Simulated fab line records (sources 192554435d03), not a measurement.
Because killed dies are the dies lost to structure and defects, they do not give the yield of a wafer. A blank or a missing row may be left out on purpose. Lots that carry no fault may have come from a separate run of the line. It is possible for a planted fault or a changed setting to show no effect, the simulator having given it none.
Chamber matching || flow n5-finfet || rie-si-05 running N5_FIN_SAQP_MANDREL_ETCH_22: 4 sister chambers
The step etches a-Si in HBr/Cl2, stops on SiNx, target depth 60 nm, bt time 10 s, time 30 s. 8 wafers are shown with their chamber, then 7 later ones without.

== WAFERS PAIRED WITH THEIR CHAMBERS ==
{"wafer": "L081.6", "chamber": 2, "throttle-valve-pct (%)": 34.7, "drypump-motor-current-A (A)": 5.5}
{"wafer": "L082.1", "chamber": 2, "throttle-valve-pct (%)": 34.7, "drypump-motor-current-A (A)": 5.5}
{"wafer": "L082.2", "chamber": 1, "throttle-valve-pct (%)": 35.7, "drypump-motor-current-A (A)": 5.3}
{"wafer": "L083.4", "chamber": 1, "throttle-valve-pct (%)": 35.7, "drypump-motor-current-A (A)": 5.3}
{"wafer": "L083.5", "chamber": 0, "throttle-valve-pct (%)": 35.6, "drypump-motor-current-A (A)": 5.8}
{"wafer": "L083.6", "chamber": 3, "throttle-valve-pct (%)": 35.5, "drypump-motor-current-A (A)": 5.2}
{"wafer": "L088.1", "chamber": 0, "throttle-valve-pct (%)": 35.6, "drypump-motor-current-A (A)": 5.9}
{"wafer": "L088.3", "chamber": 3, "throttle-valve-pct (%)": 35.6, "drypump-motor-current-A (A)": 5.2}

== WAFERS MISSING THEIR CHAMBER ==
{"wafer": "L088.4", "throttle-valve-pct (%)": 35.7, "drypump-motor-current-A (A)": 5.3}
{"wafer": "L095.1", "throttle-valve-pct (%)": 34.7, "drypump-motor-current-A (A)": 5.5}
{"wafer": "L095.3", "throttle-valve-pct (%)": 35.6, "drypump-motor-current-A (A)": 5.9}
{"wafer": "L095.5", "throttle-valve-pct (%)": 35.7, "drypump-motor-current-A (A)": 5.2}
{"wafer": "L097.1", "throttle-valve-pct (%)": 35.5, "drypump-motor-current-A (A)": 5.2}
{"wafer": "L097.2", "throttle-valve-pct (%)": 34.7, "drypump-motor-current-A (A)": 5.4}
{"wafer": "L097.4", "throttle-valve-pct (%)": 35.7, "drypump-motor-current-A (A)": 5.3}

== WHICH CHAMBER EACH WENT THROUGH ==
{"wafer": "L088.4", "from the rows above": 1, "in truth": 1}
{"wafer": "L095.1", "from the rows above": 2, "in truth": 2}
{"wafer": "L095.3", "from the rows above": 0, "in truth": 0}
{"wafer": "L095.5", "from the rows above": "can't be placed: 1 or 3", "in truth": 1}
{"wafer": "L097.1", "from the rows above": 3, "in truth": 3}
{"wafer": "L097.2", "from the rows above": 2, "in truth": 2}
{"wafer": "L097.4", "from the rows above": 1, "in truth": 1}
Correct placement for 6 of the 7. Cannot be placed on the basis of these rows: 1; the candidates contain the true chamber in 1. Number placed wrongly: 0.
How it was worked out, from the rows above alone: a wafer's distance from a chamber is the root of the sum, over the readings, of the square of ((its reading less the chamber's mean) divided by the reading's scatter). If the next closest chamber is less than 2 further off than the closest, the wafer can't be placed; otherwise it belongs to the closest. The mean given for a chamber averages the wafers shown for that chamber. The scatter: take each reading less its chamber's mean, square it, sum over the shown wafers, divide by the number of wafers less the number of chambers, and take the root.
